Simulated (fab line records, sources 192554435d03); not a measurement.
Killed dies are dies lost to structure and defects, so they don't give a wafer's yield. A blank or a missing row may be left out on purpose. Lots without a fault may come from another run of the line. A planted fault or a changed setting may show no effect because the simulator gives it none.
fab line records | flow n5_finfet
record lots=6 wafers=17 last_day=18
route steps=1938 shown BEOL_M8@1346
lots that met no fault: from a run of the same line without faults
start_h: hours from the record's first day to the start of the lot's first wafer shown | wait_h: hours since the lot's step before | " the same as in the row above | L1.1+2: a row that stands for several wafers | - no value, or no start given | * or withheld: withheld | < > ~ a bound
route shown NAME@n: a module of which the file shows steps, and the number in the route of the first | usual: mean/standard deviation of fault-free wafers | same: alike in all rows | chamber/n: place in a boat | sites: the reading at each site | _std_site: their standard deviation | _edge_site: outer sites' mean less inner sites' | radius_mm: how far each site lies from the wafer's centre | mask NAME#n: copy n | behind: the tool/chamber that last shaped the wafer | hold: why the lot was held/for how many hours/how that ended | device: the transistor (n, p or np) that didn't switch | end of line: the same wafers' tests at the end of the route | a step without rows: its recipe alone | killed: dies lost to structure and defects at the first sort, not the wafer's yield | map: a wafer's dies, x killed, . not, _ none there
set.NAME: the setting as run; set.NAME@STEP: as run at that earlier step | model.NAME: the simulator's own value behind a step, which no gauge read
lots at some steps of the route; a table a step, a row a wafer
services: from which hour (start_h, from the record's first day; less than 0 if before it) a tool's chamber was out of use, for how many hours, and why
## steps
# step N5_BEOL_M8_OVL_MEAS_12
# recipe points_per_wafer=44
# usual M8_OVL=0.2/0.67
# columns lot.wafer tool chamber start_h wait_h M8_OVL[nm]
L584.3 overlay-01 0 195.79 0.0 0.4
L584.4 " 0 " " -0.1
L584.6 " 0 " " -0.3
L587.1 overlay-02 0 227.40 0.0 0.2
L587.2 " 0 " " 0.0
L587.3 " 0 " " -0.1
L591.1 overlay-01 0 244.80 0.0 -0.5
L591.2 " 0 " " 0.8
L591.4 " 0 " " 0.3
L599.1 overlay-01 0 312.01 0.0 -0.4
L599.4 " 0 " " 0.2
L599.5 " 0 " " -0.3
L606.5 overlay-02 0 341.38 0.0 0.6
L606.6 " 0 " " 1.7
L607.3 overlay-01 0 348.72 0.0 1.0
L607.5 " 0 " " 0.1
L607.6 " 0 " " 1.6
# step N5_BEOL_M8_INSPECT_13
# recipe mode=adi inspect_instrument=brightfield
# usual raw_defect_count=396/88
# columns lot.wafer tool chamber start_h wait_h raw_defect_count
L584.3 defect_inspect-01 - 195.81 0.0 309
L584.4 " - " " 270
L584.6 " - " " 501
L587.1 defect_inspect-01 - 227.43 0.0 341
L587.2 " - " " 306
L587.3 " - " " 341
L591.1 defect_inspect-02 - 244.82 0.0 337
L591.2 " - " " 337
L591.4 " - " " 418
L599.1 defect_inspect-02 - 312.03 0.0 493
L599.4 " - " " 478
L599.5 " - " " 411
L606.5 defect_inspect-02 - 341.41 0.0 530
L606.6 " - " " 658
L607.3 defect_inspect-02 - 348.74 0.0 384
L607.5 " - " " 379
L607.6 " - " " 244
# step N5_BEOL_M8_DESCUM_16
# recipe chemistry=O2 time_s=7.9 source_power_w=50 bias_power_w=20 pressure_mtorr=20 rf_frequency_hz=2.712e+07 temp_c=40 resist=CAR-ArF o2_flow_sccm=225
# usual drypump_motor_current_A=5.8/0.45 oes_product_au=0.76/0.083 rf_vpp_V=242.6/0.94 showerhead_plenum_p_Torr=2.05/0.031 temp_c=39.98/0.11 throttle_valve_pct=20.47/0.25
# same time_s=7.9
# columns lot.wafer tool chamber start_h wait_h drypump_motor_current_A oes_product_au rf_hours_counter_h rf_vpp_V showerhead_plenum_p_Torr temp_c throttle_valve_pct
L584.3 rie_diel-02 1 195.90 0.1 6.1 0.71 168 243.3 2.09 39.96 20.28
L584.4 " 2 " " 6.0 0.73 177 243.8 2.08 39.90 20.81
L584.6 " 2 " " 6.0 0.73 - 243.1 2.08 39.87 20.79
L587.1 rie_diel-05 2 227.46 0.0 5.1 0.70 196 240.7 1.99 39.95 20.54
L587.2 " 3 " " 5.8 0.70 235 242.9 2.06 39.96 20.88
L587.3 " 1 " " 6.0 0.94 9 243.5 2.06 39.99 20.12
L591.1 rie_diel-01 0 244.86 0.0 6.5 0.84 69 243.5 2.04 39.75 20.03
L591.2 " 3 " " 4.8 0.71 223 243.0 2.06 39.93 20.62
L591.4 " 2 " " 5.7 0.90 - 240.9 2.04 40.11 20.46
L599.1 rie_diel-01 2 312.29 0.3 5.7 0.86 63 241.8 2.03 40.11 20.52
L599.4 " 0 " " 6.6 0.81 - 241.7 2.03 39.94 20.08
L599.5 " 1 " " 5.7 0.92 - 243.3 2.05 40.10 20.24
L606.5 rie_diel-02 0 341.46 0.0 5.6 0.73 - 241.9 2.01 39.75 20.55
L606.6 " 3 " " 6.1 0.72 - 244.5 2.09 40.20 20.41
L607.3 rie_diel-02 2 348.78 0.0 5.9 0.69 230 243.3 2.06 40.22 20.89
L607.5 " 0 " " 5.6 0.73 - 241.8 2.01 40.00 20.56
L607.6 " 1 " " 6.1 0.66 - 243.6 2.07 40.01 20.36
# step N5_BEOL_M8_ETCH_61
# recipe chemistry=CF4 target=SiARC target_depth_a=455 mask_material=CAR-ArF time_s=75.8 ion_energy_ev=80 pressure_mtorr=40 source_w=545 bias_w=36 Ar_flow_sccm=100 cf4_flow_sccm=100 ends=cleared
# usual drypump_motor_current_A=5.8/0.44 etch_rf_on_time_s=76.0/1.5 oes_product_au=0.65/0.072 rf_vpp_V=183.7/0.94 showerhead_plenum_p_Torr=2.10/0.032 throttle_valve_pct=15.68/0.28
# columns lot.wafer tool chamber start_h wait_h drypump_motor_current_A etch_rf_on_time_s oes_product_au rf_hours_counter_h rf_vpp_V showerhead_plenum_p_Torr throttle_valve_pct
L584.3 rie_diel-02 1 195.93 0.0 6.1 74.6 0.61 168 184.3 2.14 15.47
L584.4 " 2 " " 5.9 76.9 0.62 177 184.6 2.14 16.05
L584.6 " 2 " " 5.9 77.1 0.63 - 184.6 2.14 16.06
L587.1 rie_diel-05 2 227.50 0.0 5.1 76.5 0.60 196 182.2 2.04 15.75
L587.2 " 3 " " 5.7 77.6 0.59 235 183.7 2.12 16.12
L587.3 " 1 " " 6.0 74.9 0.80 9 182.8 2.10 15.24
L591.1 rie_diel-01 0 244.89 0.0 6.5 76.2 0.71 69 183.6 2.09 15.24
L591.2 " 3 " " 4.8 76.5 0.60 223 181.9 2.12 15.90
L591.4 " 2 " " 5.7 73.6 0.77 - 184.7 2.10 15.65
L599.1 rie_diel-01 2 312.32 0.0 5.7 73.5 0.74 63 182.4 2.09 15.70
L599.4 " 0 " " 6.5 76.1 0.69 - 183.1 2.08 15.30
L599.5 " 1 " " 5.7 73.5 0.79 - 184.2 2.10 15.38
L606.5 rie_diel-02 0 341.50 0.0 5.6 74.6 0.64 - 184.0 2.05 15.71
L606.6 " 3 " " 6.1 75.9 0.62 - 183.6 2.14 15.65
L607.3 rie_diel-02 2 348.81 0.0 6.0 78.3 0.59 230 183.5 2.12 16.16
L607.5 " 0 " " 5.7 75.3 0.63 - 184.8 2.05 15.69
L607.6 " 1 " " 6.1 76.7 0.58 - 182.9 2.12 15.56
# step N5_BEOL_M8_ETCH_62
# recipe chemistry=N2/H2 target=SOC target_depth_a=1100 overetch_a=220 mask_material=SiARC temp_c=40 time_s=165 ion_energy_ev=200 pressure_mtorr=30 source_w=840 bias_w=150 n2_flow_sccm=200 h2_flow_sccm=200
# usual drypump_motor_current_A=5.8/0.44 oes_product_au=0.64/0.066 rf_vpp_V=522.4/1.3 showerhead_plenum_p_Torr=2.49/0.039 temp_c=40.00/0.1 throttle_valve_pct=17.86/0.28
# same time_s=165
# columns lot.wafer tool chamber start_h wait_h drypump_motor_current_A oes_product_au rf_hours_counter_h rf_vpp_V showerhead_plenum_p_Torr temp_c throttle_valve_pct
L584.3 rie_diel-02 1 195.99 0.0 6.1 0.61 168 522.9 2.55 39.89 17.70
L584.4 " 2 " " 6.0 0.63 177 522.5 2.53 40.02 18.25
L584.6 " 2 " " 6.0 0.63 - 523.9 2.53 39.92 18.26
L587.1 rie_diel-05 2 227.55 0.0 5.1 0.60 196 520.1 2.43 40.12 17.98
L587.2 " 3 " " 5.7 0.59 235 524.4 2.50 40.07 18.23
L587.3 " 1 " " 6.0 0.78 9 521.8 2.48 39.84 17.36
L591.1 rie_diel-01 0 244.95 0.0 6.5 0.70 69 521.3 2.48 40.10 17.44
L591.2 " 3 " " 4.8 0.61 223 521.2 2.51 40.07 18.14
L591.4 " 2 " " 5.7 0.76 - 522.7 2.49 39.98 17.78
L599.1 rie_diel-01 2 312.38 0.0 5.7 0.72 63 522.8 2.48 39.90 17.84
L599.4 " 0 " " 6.6 0.68 - 520.7 2.47 39.95 17.47
L599.5 " 1 " " 5.7 0.78 - 523.4 2.49 39.84 17.61
L606.5 rie_diel-02 0 341.60 0.1 5.7 0.62 - 520.5 2.43 40.06 17.85
L606.6 " 3 " " 6.1 0.61 - 523.1 2.54 40.08 17.82
L607.3 rie_diel-02 2 348.87 0.0 6.0 0.60 230 522.9 2.51 39.90 18.35
L607.5 " 0 " " 5.7 0.62 - 521.3 2.43 39.83 17.88
L607.6 " 1 " " 6.1 0.58 - 523.6 2.52 39.96 17.78
# step N5_BEOL_M8_STRIP_68
# recipe chemistry=N2/H2 temp_c=40 n2_flow_sccm=200 h2_flow_sccm=200 rf_frequency_hz=6e+07
# step N5_BEOL_M8_STRIP_67
# recipe chemistry=CF4 resist=SiARC power_w=300 bias_power_w=75 pressure_mtorr=50 cf4_flow_sccm=150 rf_frequency_hz=6e+07
# step N5_BEOL_M8_HM_OPEN_17
# recipe chemistry=Cl2/BCl3 target_depth_a=200 overetch_a=60 target=TiN mask_material=SOC ion_energy_ev=150 pressure_mtorr=10 icp_w=1000 bias_w=126 Cl2_flow_sccm=53.25 bcl3_flow_sccm=21.75 Ar_flow_sccm=25
# usual drypump_motor_current_A=5.3/0.39 oes_product_au=0.68/0.07 throttle_valve_pct=22.08/0.16
# columns lot.wafer tool chamber start_h wait_h drypump_motor_current_A oes_product_au rf_hours_counter_h throttle_valve_pct
L584.3 rie_metal-02 1 196.21 0.1 5.4 0.59 - 22.30
L584.4 " 0 " " 5.9 0.68 - 21.96
L584.6 " 0 " " 5.9 0.68 - 21.94
L587.1 rie_metal-03 0 227.75 0.0 4.8 0.65 45 22.20
L587.2 " 1 " " 5.6 0.81 2 22.02
L587.3 " 1 " " 5.6 0.80 - 22.02
L591.1 rie_metal-03 1 245.14 0.0 5.6 0.80 5 22.02
L591.2 " 0 " " 4.9 0.65 48 22.20
L591.4 " 1 " " 5.6 0.80 - 22.01
L599.1 rie_metal-02 1 312.56 0.0 5.3 0.57 85 22.34
L599.4 " 0 " " 5.9 0.66 - 21.96
L599.5 " 1 " " 5.4 0.57 - 22.33
L606.5 rie_metal-02 0 341.78 0.1 5.9 0.65 - 21.99
L606.6 " 1 " " 5.4 0.56 - 22.35
L607.3 rie_metal-03 1 349.08 0.1 5.6 0.74 - 22.04
L607.5 " 0 " " 4.9 0.63 - 22.23
L607.6 " 1 " " 5.6 0.75 - 22.05
# step N5_BEOL_M8_STRIP_19
# recipe chemistry=O2 power_w=400 temp_c=40 pressure_mtorr=30 rf_frequency_hz=6e+07 bias_power_w=0 overash_fraction=0.2 o2_flow_sccm=225
# usual drypump_motor_current_A=5.7/0.47 oes_product_au=0.78/0.099 rf_vpp_V=3.7/0.62 showerhead_plenum_p_Torr=2.051/0.029 temp_c=40.00/0.12 throttle_valve_pct=16.69/0.27
# columns lot.wafer tool chamber start_h wait_h drypump_motor_current_A oes_product_au rf_hours_counter_h rf_vpp_V showerhead_plenum_p_Torr temp_c throttle_valve_pct
L584.3 rie_diel-05 0 196.30 0.1 5.1 0.68 239 4.5 2.077 39.97 16.72
L584.4 " 3 " " 5.7 0.70 - 4.2 2.073 39.98 17.11
L584.6 " 2 " " 5.2 0.71 - 3.4 1.997 39.94 16.78
L587.1 rie_diel-05 1 227.87 0.1 6.0 0.93 10 3.7 2.059 40.00 16.34
L587.2 " 3 " " 5.7 0.69 235 3.3 2.067 40.18 17.17
L587.3 " 2 " " 5.1 0.70 196 3.7 1.992 39.82 16.82
L591.1 rie_diel-05 3 245.25 0.1 5.7 0.68 243 3.8 2.064 40.02 17.19
L591.2 " 1 " " 6.0 0.90 18 4.3 2.057 40.07 16.33
L591.4 " 0 " " 5.1 0.97 1 3.5 2.073 39.89 16.32
L599.1 rie_diel-02 2 312.70 0.1 6.0 0.70 218 3.9 2.065 40.06 17.13
L599.4 " 0 " " 5.6 0.74 157 3.1 2.014 39.96 16.79
L599.5 " 2 " " 6.0 0.69 - 4.8 2.066 40.05 17.14
L606.5 rie_diel-02 1 341.89 0.1 6.1 0.67 - 3.5 2.079 40.14 16.63
L606.6 " 0 " " 5.6 0.74 - 3.5 2.010 39.83 16.80
L607.3 rie_diel-01 0 349.18 0.1 6.5 0.79 115 4.1 2.026 39.90 16.38
L607.5 " 3 " " 4.8 0.96 - 4.3 2.055 39.94 16.50
L607.6 " 2 " " 5.7 0.83 - 2.4 2.032 39.98 16.78
# step N5_BEOL_M8_CD_MEAS_18
# recipe pitch_nm=80 target_cd_nm=40
# usual cd_nm=39.8/0.51
# columns lot.wafer tool chamber start_h wait_h cd_nm
L584.3 cd_sem-03 - 196.37 0.1 39.6
L584.4 " - " " 39.6
L584.6 " - " " 39.7
L587.1 cd_sem-03 - 227.94 0.0 39.3
L587.2 " - " " 39.8
L587.3 " - " " 39.9
L591.1 cd_sem-01 - 245.32 0.0 40.7
L591.2 " - " " 39.6
L591.4 " - " " 39.7
L599.1 cd_sem-03 - 312.77 0.0 39.7
L599.4 " - " " 38.9
L599.5 " - " " 39.6
L606.5 cd_sem-01 - 341.95 0.0 40.4
L606.6 " - " " 40.2
L607.3 cd_sem-02 - 349.25 0.1 39.8
L607.5 " - " " 39.6
L607.6 " - " " 39.5
# step N5_BEOL_M8_COAT_63
# recipe resist=SOC temp_c=250 time_s=60 spin_rpm=1500 resist_thk_nm=60
# step N5_BEOL_M8_COAT_64
# recipe resist=SiARC temp_c=220 time_s=60 spin_rpm=1500 resist_thk_nm=12
# step N5_BEOL_M8_COAT_71
# recipe resist=underlayer temp_c=205 time_s=60 spin_rpm=1500 resist_thk_nm=5
# usual heater_power_total_W=391.7/1.2 plate_temp_C=204.96/0.18
# same time_s=60
# columns lot.wafer tool chamber start_h wait_h heater_power_total_W plate_temp_C
L584.3 litho_track-03 0 196.71 - 392.7 204.84
L584.4 " 0 " " 392.2 204.75
L584.6 " 0 " " 389.7 204.61
L587.1 litho_track-01 0 230.63 - 392.6 205.11
L587.2 " 0 " " 390.0 205.07
L587.3 " 0 " " 390.1 205.16
L591.1 litho_track-01 0 246.32 - 390.4 205.06
L591.2 " 0 " " 389.9 205.12
L591.4 " 0 " " 391.1 204.95
L599.1 litho_track-05 0 313.49 - 392.2 205.06
L599.4 " 0 " " 391.0 204.79
L599.5 " 0 " " 392.9 204.75
L606.5 litho_track-01 0 341.99 - 402.5 210.27
L606.6 " 0 " " 406.3 210.44
L607.3 litho_track-01 0 351.62 - 402.7 210.59
L607.5 " 0 " " 402.8 210.56
L607.6 " 0 " " 403.2 210.29
# step N5_BEOL_M8_COAT_22
# recipe resist=CAR-EUV spin_rpm=1500 resist_thk_nm=30
## services
# columns tool chamber start_h hours kind
rie_diel-05 1 184.07 - clean
rie_diel-05 1 184.07 - consumable_replace:focus_ring
rie_diel-05 1 184.07 21.9 scheduled_down
rie_diel-05 1 184.07 21.9 vent_cycle
rie_diel-01 0 205.00 10.7 repair
rie_diel-05 3 217.36 2.8 repair
rie_diel-05 0 221.67 - clean
rie_diel-05 0 221.67 - consumable_replace:focus_ring
rie_diel-05 0 221.67 19.9 scheduled_down
rie_diel-01 1 226.12 7.0 repair
rie_diel-01 1 233.20 - clean
rie_diel-01 1 233.20 - consumable_replace:focus_ring
rie_diel-01 1 233.20 23.2 scheduled_down
rie_diel-01 1 233.20 23.2 vent_cycle
rie_metal-02 - 264.03 0.2 repair
rie_diel-05 - 271.96 10.0 pm
rie_diel-05 3 292.57 28.2 repair
rie_diel-01 3 306.54 - clean
rie_diel-01 3 306.54 - consumable_replace:focus_ring
rie_diel-01 3 306.54 32.1 scheduled_down
rie_diel-01 3 306.54 32.1 vent_cycle
rie_diel-05 - 311.93 2.8 pm
rie_diel-05 3 321.20 7.7 repair
rie_diel-01 3 343.36 5.8 repair
## key
first_sign step=N5_BEOL_M8_COAT_71 reading=plate_temp_C direction=up sigmas=31 usual=* struck=*
effect step=N5_BEOL_M8_COAT_71 reading=heater_power_total_W direction=up sigmas=9.4 usual=* struck=*
met_at N5_BEOL_M8_COAT_71
struck_wafers L606.5,L606.6,L607.3,L607.5,L607.6
onset_between 246.32 341.99
fault kind=process_parameter_drift tool=litho_track-01 chamber=- onset_h=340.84 steps=N5_BEOL_M8_COAT_71 channel=temp_c offset=* shape=step end_h=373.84 acts_in=* stated=*
